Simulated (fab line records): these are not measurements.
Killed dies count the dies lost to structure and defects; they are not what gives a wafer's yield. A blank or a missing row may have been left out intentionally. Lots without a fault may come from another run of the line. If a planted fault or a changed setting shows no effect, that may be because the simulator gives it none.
Matching of chambers + flow nandHarc + rieDiel-04 running NHARC_A_WL_FILL_STRIP_29: 4 sister chambers
The step strips in O2, time 20 s. 16 wafers are shown with their chamber, then 8 later ones without.

WAFERS, EACH WITH ITS CHAMBER
| wafer  | chamber | showerheadPlenumPTorr (Torr) | drypumpMotorCurrentA (A) | oesProductAu (a.u.) |
|--------|---------|------------------------------|--------------------------|---------------------|
| L081.1 | 0       | 3.34                         | 6.0                      | 1.011               |
| L081.2 | 2       | 3.60                         | 5.1                      | 1.026               |
| L081.4 | 0       | 3.34                         | 6.0                      | 1.004               |
| L083.1 | 0       | 3.34                         | 6.0                      | 1.013               |
| L083.3 | 1       | 3.40                         | 6.1                      | 0.983               |
| L083.5 | 3       | 3.43                         | 6.4                      | 1.019               |
| L087.2 | 0       | 3.34                         | 6.0                      | 1.010               |
| L087.4 | 3       | 3.43                         | 6.4                      | 1.015               |
| L087.5 | 0       | 3.34                         | 6.0                      | 1.010               |
| L086.1 | 0       | 3.34                         | 6.0                      | 1.009               |
| L086.4 | 3       | 3.43                         | 6.4                      | 1.016               |
| L086.6 | 0       | 3.34                         | 6.0                      | 1.018               |
| L090.1 | 0       | 3.34                         | 6.0                      | 1.019               |
| L090.3 | 3       | 3.43                         | 6.5                      | 1.032               |
| L090.6 | 1       | 3.39                         | 6.2                      | 0.988               |
| L093.1 | 0       | 3.34                         | 6.0                      | 1.018               |

SIGNATURES, as means of the wafers listed above
| reading               | chamber 0 | chamber 1 | chamber 2 | chamber 3 | scatter within a chamber |
|-----------------------|-----------|-----------|-----------|-----------|--------------------------|
| showerheadPlenumPTorr | 3.3400    | 3.3950    | 3.6000    | 3.4300    | 0.00204                  |
| drypumpMotorCurrentA  | 6.000     | 6.150     | 5.100     | 6.425     | 0.0323                   |
| oesProductAu          | 1.01244   | 0.98550   | 1.02600   | 1.02050   | 0.00577                  |
Rule: for a wafer and a chamber, the distance is found by dividing, reading by reading, the gap between the wafer's reading and the chamber's mean by the reading's scatter, squaring, summing and taking the root. The wafer belongs to the nearest chamber; if the next one is less than 2 further off, it can't be placed. The scatter: take each reading less its chamber's mean, square it, sum over the shown wafers, divide by the number of wafers less the number of chambers, and take the root.

WAFERS MISSING THEIR CHAMBER
| wafer  | showerheadPlenumPTorr (Torr) | drypumpMotorCurrentA (A) | oesProductAu (a.u.) |
|--------|------------------------------|--------------------------|---------------------|
| L093.2 | 3.43                         | 6.4                      | 1.006               |
| L093.6 | 3.40                         | 6.1                      | 0.994               |
| L091.1 | 3.43                         | 6.4                      | 1.016               |
| L091.4 | 3.33                         | 6.0                      | 1.016               |
| L091.6 | 3.60                         | 5.1                      | 1.021               |
| L097.2 | 3.33                         | 6.0                      | 1.005               |
| L097.4 | 3.39                         | 6.2                      | 0.994               |
| L097.6 | 3.43                         | 6.4                      | 0.999               |

CHAMBER TAKEN BY EACH
| wafer  | from the rows above | in truth |
|--------|---------------------|----------|
| L093.2 | 3                   | 3        |
| L093.6 | 1                   | 1        |
| L091.1 | 3                   | 3        |
| L091.4 | 0                   | 0        |
| L091.6 | 2                   | 2        |
| L097.2 | 0                   | 0        |
| L097.4 | 1                   | 1        |
| L097.6 | 3                   | 3        |
Correctly placed: 8 of 8. Can't be placed from these rows: 0. Wrongly placed: 0.
